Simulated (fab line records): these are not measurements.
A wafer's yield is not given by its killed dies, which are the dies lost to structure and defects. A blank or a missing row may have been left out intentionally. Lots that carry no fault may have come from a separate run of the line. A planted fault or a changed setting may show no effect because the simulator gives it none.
Chamber matching || flow nand harc || NHARC_A_STAIRCASE_ETCH_253 on rie diel-09: 4 sister chambers
The step etches the open film in C4F8/O2, target depth 50 nm, time 20.2 s. 4 wafers are shown with their chamber, then 11 later ones without.

== WAFERS, EACH WITH ITS CHAMBER ==
{"wafer": "L081.4", "chamber": 2, "rf vpp V (V)": 906}
{"wafer": "L085.2", "chamber": 1, "rf vpp V (V)": 897}
{"wafer": "L085.3", "chamber": 3, "rf vpp V (V)": 896}
{"wafer": "L086.3", "chamber": 0, "rf vpp V (V)": 890}

== WAFERS WHOSE CHAMBER IS MISSING ==
{"wafer": "L086.4", "rf vpp V (V)": 897}
{"wafer": "L086.6", "rf vpp V (V)": 906}
{"wafer": "L088.2", "rf vpp V (V)": 897}
{"wafer": "L088.4", "rf vpp V (V)": 887}
{"wafer": "L088.5", "rf vpp V (V)": 897}
{"wafer": "L089.2", "rf vpp V (V)": 888}
{"wafer": "L089.4", "rf vpp V (V)": 898}
{"wafer": "L089.5", "rf vpp V (V)": 903}
{"wafer": "L096.1", "rf vpp V (V)": 896}
{"wafer": "L096.2", "rf vpp V (V)": 886}
{"wafer": "L096.3", "rf vpp V (V)": 896}

== EACH ONE'S CHAMBER ==
{"wafer": "L086.4", "from the rows above": "can't be placed: 1 or 3", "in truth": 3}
{"wafer": "L086.6", "from the rows above": 2, "in truth": 2}
{"wafer": "L088.2", "from the rows above": "can't be placed: 1 or 3", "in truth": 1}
{"wafer": "L088.4", "from the rows above": 0, "in truth": 0}
{"wafer": "L088.5", "from the rows above": "can't be placed: 1 or 3", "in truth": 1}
{"wafer": "L089.2", "from the rows above": 0, "in truth": 0}
{"wafer": "L089.4", "from the rows above": "can't be placed: 1 or 3", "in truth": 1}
{"wafer": "L089.5", "from the rows above": "can't be placed: 2 or 1", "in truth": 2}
{"wafer": "L096.1", "from the rows above": "can't be placed: 3 or 1", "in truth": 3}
{"wafer": "L096.2", "from the rows above": 0, "in truth": 0}
{"wafer": "L096.3", "from the rows above": "can't be placed: 3 or 1", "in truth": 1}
Placed correctly: 4 of 11. Unplaceable from these rows: 7, with the true chamber sitting among the candidates in 7. Wrongly placed: 0.
How it was worked out, from the rows above alone: a wafer's distance from a chamber is the root of the sum, over the readings, of the square of ((its reading less the chamber's mean) divided by the reading's scatter). The wafer belongs to the nearest chamber; if the next one is less than 2 further off, it can't be placed. Each chamber's mean is taken over the wafers shown for it. The scatter: root of mean squared gap, hidden wafer to nearest shown wafer, with one shown wafer a chamber.
